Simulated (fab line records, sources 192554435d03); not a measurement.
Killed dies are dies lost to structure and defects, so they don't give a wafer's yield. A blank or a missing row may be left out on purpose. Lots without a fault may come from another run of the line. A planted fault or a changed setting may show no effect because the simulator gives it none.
A struck lot beside a sound one | flow n5_finfet | 25 steps out of a route of 1938
Sound: wafers L407.1, L407.4, L407.6. Struck: wafers L411.1, L411.3, L411.4. The cause comes at the end.
At each step with rows: each side's tool, then ch and its chambers, then its first start. Under that, the readings that differ: sound wafers | struck wafers | difference of the means | sigmas: that difference in standard deviations of wafers without a fault.
alike: readings whose means differ by less than 2 such deviations, and words and numbers that are the same on both sides. not compared: withheld readings, readings that some wafer has no value for, bounds like >300 that may hide the same value, and numbers for which the record gives no deviation and whose values overlap.
The two part at a step that has a row with sigmas, a row that says differs or no value, or rows on one side only. Numbers that don't overlap but have no deviation are shown without sigmas and don't part them. A reading that every wafer of one side lacks parts them only if that side has two wafers or more.

first, 11 steps without rows for these wafers: N5_BEOL_M1_ETCH_74 (etches underlayer in N2/H2, target depth 6.5 nm, time 5.2 s); N5_BEOL_M1_ETCH_63 (etches SiARC in CF4, target depth 15.6 nm, time 26 s); N5_BEOL_M1_ETCH_64 (etches SOC in N2/H2, target depth 75 nm, overetch 15 nm, time 112.5 s); N5_BEOL_M1_STRIP_65 (strips in N2/H2); N5_BEOL_M1_STRIP_75 (strips in N2/H2); N5_BEOL_M1_STRIP_66 (strips in CF4); N5_BEOL_M1_HM_OPEN_17 (chemistry Cl2/BCl3, target TiN, target depth 20 nm, overetch 6 nm); N5_BEOL_M1_STRIP_19 (strips in O2); N5_BEOL_M1_COAT_67 (time 60 s, resist thk 60 nm); N5_BEOL_M1_COAT_68 (time 60 s, resist thk 12 nm); N5_BEOL_M1_COAT_76 (time 60 s, resist thk 5 nm).
N5_BEOL_M1_COAT_22: resist thk 30 nm.
  sound on litho_track-03 ch 0, day 9 19:16; struck on litho_track-02 ch 0, day 10 12:47
  reading                                      | sound                | struck               | difference | sigmas
  resist_line_temp_C (C)                       | 22.75 22.98 22.83    | 23.17 23.04 23.13    | +0.26      | +2
  spin_speed_rpm (rpm)                         | 1498.3 1500.0 1501.5 | 1544.4 1544.9 1544.6 | +44.7      | +41
  model.CAR-EUV_of_BEOL_M1_COAT_22.thk_nm (nm) | 30.4 30.2 30.2       | 29.6 29.6 29.6       | -0.7       |
then, 9 steps without rows for these wafers: N5_BEOL_M1_EBR_24; N5_BEOL_M1_SOFTBAKE_23 (time 60 s); N5_BEOL_M1_EXPOSE_25 (exposes mask V0, defocus 5 nm, target cd 24 nm); N5_BEOL_M1_PEB_26 (peb time 60 s); N5_BEOL_M1_DEVELOP_27 (develop time 30 s); N5_BEOL_M1_DESCUM_33 (chemistry O2, time 7 s); N5_BEOL_M1_ETCH_77 (etches underlayer in N2/H2, target depth 6.5 nm, time 5.2 s); N5_BEOL_M1_ETCH_69 (etches SiARC in CF4, target depth 15.6 nm, time 26 s); N5_BEOL_M1_ALD_98 (deposits SiO2, target thk 2.5 nm, pulse time 1 s, co reactant pulse time 1 s).
N5_BEOL_M1_ETCHBACK_99: etches SiO2 in CHF3, target depth 5 nm, time 10.4 s.
  sound on rie_diel-03 ch 1,3, day 10 01:16; struck on rie_diel-05 ch 1,2,3, day 10 17:04
  reading                                      | sound          | struck   | difference | sigmas
  model.CAR-EUV_of_BEOL_M1_COAT_22.thk_nm (nm) | 10.8 10.6 10.6 | 10 10 10 | -1         |
  alike: drypump_motor_current_A, oes_product_au, rf_fwd_power_W, rf_vpp_V, showerhead_plenum_p_Torr, throttle_valve_pct
  not compared: rf_hours_counter_h
then, 1 step without rows for these wafers: N5_BEOL_M1_ETCH_70 (etches SOC in N2/H2, target depth 80 nm, overetch 16 nm, time 120 s).
-- the record jumps here: 2 days lie between the struck wafers' starts before and after (it left off in module BEOL_M1 and takes up again in module BEOL_M4, whose first step shown is number 1111 of the route) --
N5_BEOL_M4_RC_MEAS_101:
  sound on prober-02 ch 0, day 12 09:50; struck on prober-02 ch 0, day 12 18:34
  alike: DIBL_N, DIBL_P, IOFF_N, IOFF_P, ION_N, ION_P, SS_N, SS_P, VT_N, VT_P
-- the record jumps here: 4 days lie between the struck wafers' starts before and after (it left off in module BEOL_M4 and takes up again in module PASSIVATION, whose first step shown is number 1936 of the route) --
N5_PASSIVATION_PROBE_49:
  sound on prober-02, day 16 10:53; struck on prober-02, day 17 01:52
  reading         | sound | struck   | difference | sigmas
  killed_at_M4_up | 6 9 6 | 17 15 22 | +11        | +2
  alike: defect_limited_yield, killed_at_M0_to_M3, killed_at_contacts, killed_at_front_end, killed_at_other, killed_dies, killed_open, killed_short, sort_bin_5_function, sort_bin_6_memory, sort_n_pass, sort_yield_pct

WHERE THEY PART
First at N5_BEOL_M1_COAT_22; last, within this record, at N5_PASSIVATION_PROBE_49.

WHY: what the simulator had put in
Process parameter drift: litho_track-02, from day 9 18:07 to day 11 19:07, at N5_BEOL_M1_COAT_22. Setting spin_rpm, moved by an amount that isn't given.
